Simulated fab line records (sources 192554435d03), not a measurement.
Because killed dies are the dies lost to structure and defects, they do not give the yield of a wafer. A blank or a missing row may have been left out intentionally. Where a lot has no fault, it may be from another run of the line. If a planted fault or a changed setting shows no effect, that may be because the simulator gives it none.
Which tool did it? ; flow n5-finfet ; 26 wafers from 10 lots sampled at 7 of the route's 1938 steps

== WHAT EACH GAUGE READ, for each wafer ==
N5_DUMMY_GATE_CD_MEAS_50: the cd target is 14 nm.
lot;measured;on;cd-nm (nm)
L166;day 3 09:50;cd-sem-03;13.0 13.5 13.3
L167;day 3 15:37;cd-sem-02;14.4 14.0
L168;day 3 22:07;cd-sem-01;13.4 13.0 12.9
L177;day 6 07:59;cd-sem-03;14.4 17.6 13.2
L180;day 6 22:58;cd-sem-03;13.8 14.3
L181;day 7 03:38;cd-sem-01;12.8 14.0
L182;day 7 09:53;cd-sem-01;13.6 14.0 13.4
L183;day 7 15:49;cd-sem-03;13.6 14.5
L184;day 8 01:18;cd-sem-03;13.9 13.8 13.5
L187;day 8 18:59;cd-sem-03;13.6 14.5 13.1

N5_DUMMY_GATE_CD_MEAS_24: the cd target is 15 nm.
lot;measured;on;cd-nm (nm)
L166;day 3 10:20;cd-sem-01;13.7 14.5 14.4
L167;day 3 16:06;cd-sem-03;15.6 14.5
L168;day 3 22:37;cd-sem-03;14.2 14.4 14.0
L177;day 6 08:29;cd-sem-02;15.8 18.9 14.7
L180;day 6 23:33;cd-sem-01;14.4 15.0
L181;day 7 04:19;cd-sem-03;14.0 14.6
L182;day 7 10:22;cd-sem-01;14.9 15.6 14.2
L183;day 7 16:27;cd-sem-02;14.7 15.4
L184;day 8 01:52;cd-sem-03;14.0 15.7 14.5
L187;day 8 19:31;cd-sem-01;14.3 15.5 14.0

N5_BEOL_M4_RC_MEAS_101.
lot;measured;on;DIBL_N (mV/V);DIBL_P (mV/V);IOFF_N (nA/um);IOFF_P (nA/um);ION_N (uA/um);ION_P (uA/um);SS_N (mV/dec);SS_P (mV/dec);VT_N (mV);VT_P (mV)
L166;day 12 01:04;prober-02;42.7 36.7 42.0;41.4 34.8 40.6;0.26 0.13 0.25;0.31 0.18 0.30;704 672 707;480 465 482;73.3 71.3 72.9;74.6 72.9 74.4;244 254 245;-245 -254 -247
L167;day 12 12:42;prober-02;38.0 37.4;37.0 37.3;0.19 0.16;0.20 0.21;692 681;462 459;71.4 71.2;73.3 73.3;247 249;-252 -252
L168;day 12 14:16;prober-01;36.2 37.5 41.2;35.5 38.0 40.8;0.13 0.16 0.24;0.16 0.20 0.24;658 679 677;441 457 452;72.6 72.2 72.4;73.6 72.6 74.0;254 251 245;-256 -254 -250
L177;day 15 17:26;prober-01;34.6 39.1;35.0 40.1;0.14 0.21;0.19 0.27;668 685;461 458;70.6 72.7;73.0 73.4;249 247;-250 -248
L180;day 15 22:14;prober-02;37.4 36.1;38.8 37.4;0.16 0.15;0.23 0.20;663 674;454 456;71.4 71.9;74.0 73.9;254 252;-251 -252
L181;day 15 12:55;prober-02;37.3 38.1;36.6 37.9;0.16 0.19;0.23 0.25;680 676;463 459;72.0 72.4;74.3 73.7;252 249;-250 -246
L182;day 16 00:22;prober-01;38.0 37.0 39.6;36.7 35.4 38.5;0.18 0.16 0.20;0.22 0.20 0.24;665 677 681;457 462 463;71.2 71.2 72.0;73.7 73.1 74.4;248 248 246;-250 -249 -251
L183;day 16 18:10;prober-01;38.2 33.5;38.9 32.8;0.19 0.11;0.24 0.16;685 674;466 461;71.8 70.6;73.5 72.8;246 254;-248 -255
L184;day 17 01:41;prober-01;38.0 33.6 35.8;40.6 34.2 36.5;0.18 0.11 0.15;0.23 0.14 0.17;686 645 675;471 444 454;72.0 71.2 71.7;73.7 71.8 73.3;247 256 251;-252 -253 -256
L187;day 17 18:26;prober-02;36.5 33.3 36.9;36.5 31.9 37.3;0.16 0.12 0.19;0.26 0.17 0.26;662 680 686;460 463 475;71.5 70.8 72.2;73.6 73.0 74.0;250 248 248;-245 -251 -246

== WHICH TOOL RAN EACH LOT (tool, then ch and the chambers of the sampled wafers, then the start) ==
lot;N5_DUMMY_GATE_ALD_02;N5_DUMMY_GATE_CMP_04;N5_DUMMY_GATE_TRIM_49;N5_SPACER0_ALD_07
L166;ald-sin-04 ch 0,1, day 3 00:40;cmp-02 ch 0,1, day 3 04:50;rie-si-04 ch 0,1,2, day 3 09:41;ald-sin-04 ch 0,2,3, day 3 10:39
L167;ald-sin-01 ch 1,2, day 3 06:36;cmp-04 ch 1, day 3 10:26;rie-si-06 ch 0,3, day 3 15:27;ald-sin-03 ch 0, day 3 16:43
L168;ald-sin-01 ch 0,3, day 3 13:14;cmp-03 ch 1,3, day 3 17:07;rie-si-05 ch 0,1,2, day 3 21:58;ald-sin-03 ch 1,2,3, day 4 00:58
L177;ald-sin-01 ch 0,3, day 5 20:59;cmp-03 ch 1,2, day 6 01:52;rie-si-05 ch 1,2,3, day 6 07:50;ald-sin-04 ch 3, day 6 08:49
L180;ald-sin-02 ch 3, day 6 13:47;cmp-04 ch 1,3, day 6 17:44;rie-si-06 ch 1,3, day 6 22:46;ald-sin-04 ch 0,2, day 7 00:26
L181;ald-sin-04 ch 0,1, day 6 18:36;cmp-03 ch 1,3, day 6 22:31;rie-si-06 ch 3, day 7 03:28;ald-sin-04 ch 0,2, day 7 04:49
L182;ald-sin-04 ch 2,3, day 7 00:58;cmp-03 ch 0,1,3, day 7 04:54;rie-si-06 ch 1,2,3, day 7 09:43;ald-sin-03 ch 1,2, day 7 10:41
L183;ald-sin-04 ch 1,2, day 7 06:41;cmp-03 ch 0,1, day 7 10:38;rie-si-06 ch 0,1, day 7 15:37;ald-sin-04 ch 0,1, day 7 16:50
L184;ald-sin-04 ch 1,2,3, day 7 14:11;cmp-04 ch 0,1,2, day 7 19:52;rie-si-06 ch 0,1,2, day 8 01:07;ald-sin-03 ch 0,1,2, day 8 02:17
L187;ald-sin-04 ch 2,3, day 8 09:46;cmp-03 ch 0,1, day 8 13:37;rie-si-04 ch 0,2, day 8 18:49;ald-sin-04 ch 0,1,3, day 8 19:55
- N5_DUMMY_GATE_ALD_02: deposits SiO2, target thk 2 nm, pulse time 1 s.
- N5_DUMMY_GATE_CMP_04: polishes a-Si.
- N5_DUMMY_GATE_TRIM_49: chemistry O2, time 29 s, target cd 14 nm.
- N5_SPACER0_ALD_07: deposits SiNx, target thk 2 nm.

== AS READ BY THE TOOLS THEMSELVES (means over the sampled wafers that have a number; for cases with no such wafer, the mark the record gives instead) ==
N5_DUMMY_GATE_ALD_02.
lot;tool;heater-power-w (W);precursor-pulse-height-rel;susceptor-temp-C (C)
L166;ald-sin-04;444;0.998;299.92
L167;ald-sin-01;510;1.011;300.26
L168;ald-sin-01;510;0.995;300.03
L177;ald-sin-01;508;1.013;299.89
L180;ald-sin-02;400;0.974;299.76
L181;ald-sin-04;454;0.970;300.19
L182;ald-sin-04;483;1.007;299.72
L183;ald-sin-04;496;0.976;299.96
L184;ald-sin-04;482;0.996;300.00
L187;ald-sin-04;486;1.003;299.81

N5_DUMMY_GATE_CMP_04.
lot;tool;motor-current-A (A);pad-life-wafers;time-to-endpoint-s (s)
L166;cmp-02;8.5;1147;10.5
L167;cmp-04;11.0;480;11.4
L168;cmp-03;10.2;608;17.5
L177;cmp-03;10.1;1004;10.9
L180;cmp-04;10.4;1005;11.8
L181;cmp-03;10.6;1238;12.9
L182;cmp-03;10.7;1329;10.3
L183;cmp-03;10.2;1401;14.1
L184;cmp-04;10.1;1136;11.3
L187;cmp-03;10.3;1670;12.0

N5_DUMMY_GATE_TRIM_49.
lot;tool;drypump-motor-current-A (A);oes-product-au (a.u.);throttle-valve-pct (%)
L166;rie-si-04;5.7;1.011;8.14
L167;rie-si-06;5.9;0.990;8.27
L168;rie-si-05;5.7;1.000;8.16
L177;rie-si-05;5.5;0.918;8.29
L180;rie-si-06;5.8;0.984;8.15
L181;rie-si-06;5.7;0.980;8.21
L182;rie-si-06;5.9;0.974;8.03
L183;rie-si-06;6.0;0.986;8.24
L184;rie-si-06;6.0;0.982;8.08
L187;rie-si-04;6.0;1.025;8.17

N5_SPACER0_ALD_07.
lot;tool;heater-power-w (W);susceptor-temp-C (C)
L166;ald-sin-04;824;399.91
L167;ald-sin-03;774;399.63
L168;ald-sin-03;856;400.01
L177;ald-sin-04;810;400.35
L180;ald-sin-04;864;399.99
L181;ald-sin-04;854;400.13
L182;ald-sin-03;856;400.00
L183;ald-sin-04;818;399.80
L184;ald-sin-03;824;400.00
L187;ald-sin-04;816;399.93

== THE ANSWER, worked out from the rows above alone ==
Rule: what is usual is taken from the lots themselves. The widest of any qualifying gaps counts: lots, ordered by their means at a reading, are off when they make up no more than a third of the lots, leave a main group of 4 or more, and stand apart from it by 3 or more times the standard deviation of that group's means. A main group whose means are all the same, to the digits that the tables above print for the reading, isn't used. Also off: a lot with no number at a reading for which 4 or more lots have one. Any other lot the step has rows for is counted as sound. The gauges are gone through in route order, then the tools' own readings, and for those a lot's mean is taken as printed above. The first step at which some lot is off is used, and at that step the reading that is off furthest; a lot without a number counts as furthest.
Off, at N5_DUMMY_GATE_CD_MEAS_24 on cd-nm: L177. The main group has a mean of 14.6 nm with a standard deviation of 0.32.
A tool fits if, at a process step before that reading, it ran every lot that is off, and no sound lot after the first of them. The gauges at N5_DUMMY_GATE_CD_MEAS_24 aren't tried: what is off there is off at N5_DUMMY_GATE_TRIM_49 too, on other tools, and a gauge's error can't cause that. Can't be told from this: 2 tools fit, ald-sin-01 at N5_DUMMY_GATE_ALD_02, rie-si-05 at N5_DUMMY_GATE_TRIM_49.

== WHAT WAS PUT IN BY THE SIMULATOR ==
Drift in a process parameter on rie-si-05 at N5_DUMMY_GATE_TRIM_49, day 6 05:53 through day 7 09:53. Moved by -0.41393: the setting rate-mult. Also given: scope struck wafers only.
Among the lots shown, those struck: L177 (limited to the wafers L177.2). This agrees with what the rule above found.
